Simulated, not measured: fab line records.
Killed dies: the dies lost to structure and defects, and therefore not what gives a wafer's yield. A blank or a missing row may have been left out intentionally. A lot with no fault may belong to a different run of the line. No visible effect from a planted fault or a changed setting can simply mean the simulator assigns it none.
Which of the tools did it?    flow nand_harc    12 lots, 36 wafers sampled, at 2 steps of a route of 1302

WHAT THE GAUGES READ, wafer by wafer
NHARC_P_GATE_CD_MEAS_11: target cd 1640 nm. Usual: cd_nm reads 1641.8 nm (standard deviation 2.6).
lot   measured      on         cd_nm (nm)            flag
L873  day 4 16:37   cd_sem-01  1640.0 1644.5 1643.9  
L874  day 5 10:31   cd_sem-02  1642.6 1647.6 1646.0  
L875  day 5 10:40   cd_sem-01  1644.9 1639.9 1637.7  
L877  day 6 11:23   cd_sem-01  1638.8 1638.7 1643.4  
L878  day 7 04:59   cd_sem-03  1638.8 1640.0 1642.6  
L879  day 7 08:33   cd_sem-02  1641.2 1643.6 1643.8  
L882  day 8 12:11   cd_sem-01  1645.9 1644.9 1645.9  
L889  day 11 08:14  cd_sem-01  1643.6 1640.0 1641.6  
L892  day 12 20:01  cd_sem-03  1645.1 1646.2 1641.5  
L893  day 13 10:00  cd_sem-01  1644.8 1638.9 1643.9  
L894  day 13 14:46  cd_sem-03  1646.2 1639.1 1639.9  
L895  day 14 07:20  cd_sem-03  1642.3 1638.4 1644.0  

WHAT TOOL EACH LOT RAN ON (gives the tool, then ch and the chambers of the sampled wafers, and finally the start)
lot   NHARC_P_STI_ETCH_31
L873  rie_diel-09 ch 1,3, day 4 16:37 or earlier
L874  rie_diel-06 ch 0,1, day 5 10:31 or earlier
L875  rie_diel-11 ch 0,3, day 5 10:40 or earlier
L877  rie_diel-09 ch 0,1, day 6 11:23 or earlier
L878  rie_diel-11 ch 1,3, day 7 04:59 or earlier
L879  rie_diel-06 ch 1,3, day 7 08:33 or earlier
L882  rie_diel-11 ch 0,1, day 8 12:11 or earlier
L889  rie_diel-06 ch 1,3, day 11 08:14 or earlier
L892  rie_diel-09 ch 0,3, day 12 20:01 or earlier
L893  rie_diel-06 ch 0,1, day 13 10:00 or earlier
L894  rie_diel-09 ch 0,1,3, day 13 14:46 or earlier
L895  rie_diel-09 ch 0,2,3, day 14 07:20 or earlier
- NHARC_P_STI_ETCH_31: etches the open film in CF4/CHF3, target depth 108.9 nm, time 54.5 s.

WHAT THE TOOLS THEMSELVES READ (means of the sampled wafers that have a number; where no wafer has one, the mark that the record gives instead)
NHARC_P_STI_ETCH_31. Usual: drypump_motor_current_A 5.6 A, standard deviation 0.4; oes_product_au 0.963 a.u., standard deviation 0.018; rf_fwd_power_W 494.5 W, standard deviation 2.1; rf_vpp_V 371.1 V, standard deviation 2.3; showerhead_plenum_p_Torr 1.59 Torr, standard deviation 0.072; throttle_valve_pct 16.802 %, standard deviation 0.0096.
lot   tool         drypump_motor_current_A (A)  oes_product_au (a.u.)  rf_fwd_power_W (W)  rf_vpp_V (V)  showerhead_plenum_p_Torr (Torr)  throttle_valve_pct (%)  flag
L873  rie_diel-09  5.1                          0.977                  493.4               373.6         1.67                             16.812                  
L874  rie_diel-06  5.7                          0.961                  494.4               372.2         1.61                             16.807                  
L875  rie_diel-11  5.5                          0.977                  492.7               369.8         1.54                             16.793                  
L877  rie_diel-09  5.0                          0.952                  493.8               371.8         1.62                             16.797                  
L878  rie_diel-11  6.1                          0.969                  493.2               372.9         1.64                             16.813                  
L879  rie_diel-06  5.8                          0.966                  496.2               370.2         1.59                             16.803                  
L882  rie_diel-11  5.8                          0.962                  494.9               373.0         1.63                             16.796                  
L889  rie_diel-06  5.8                          0.937                  495.1               370.9         1.59                             16.805                  
L892  rie_diel-09  5.4                          0.976                  494.6               372.2         1.62                             16.803                  
L893  rie_diel-06  5.7                          0.966                  496.3               371.9         1.61                             16.804                  
L894  rie_diel-09  5.2                          0.979                  493.3               372.4         1.62                             16.802                  
L895  rie_diel-09  5.4                          0.945                  495.0               370.1         1.57                             16.800                  

THE ANSWER, worked out from the rows above alone
Rule: lot off if the mean of its wafers having a number is beyond 3 standard deviations from the usual mean. Also off: a lot with no number at a reading for which 4 or more lots have one. All remaining lots with rows at the step are treated as sound. First the gauges in route order, then the tools' own readings, where a lot's mean is used as printed above. At the first step where some lot is off, the reading lying furthest off is the one used; lots without a number count as furthest.
No lot is off on any of the readings shown, so nothing can be concluded from this.

WHAT THE SIMULATOR HAD INSERTED
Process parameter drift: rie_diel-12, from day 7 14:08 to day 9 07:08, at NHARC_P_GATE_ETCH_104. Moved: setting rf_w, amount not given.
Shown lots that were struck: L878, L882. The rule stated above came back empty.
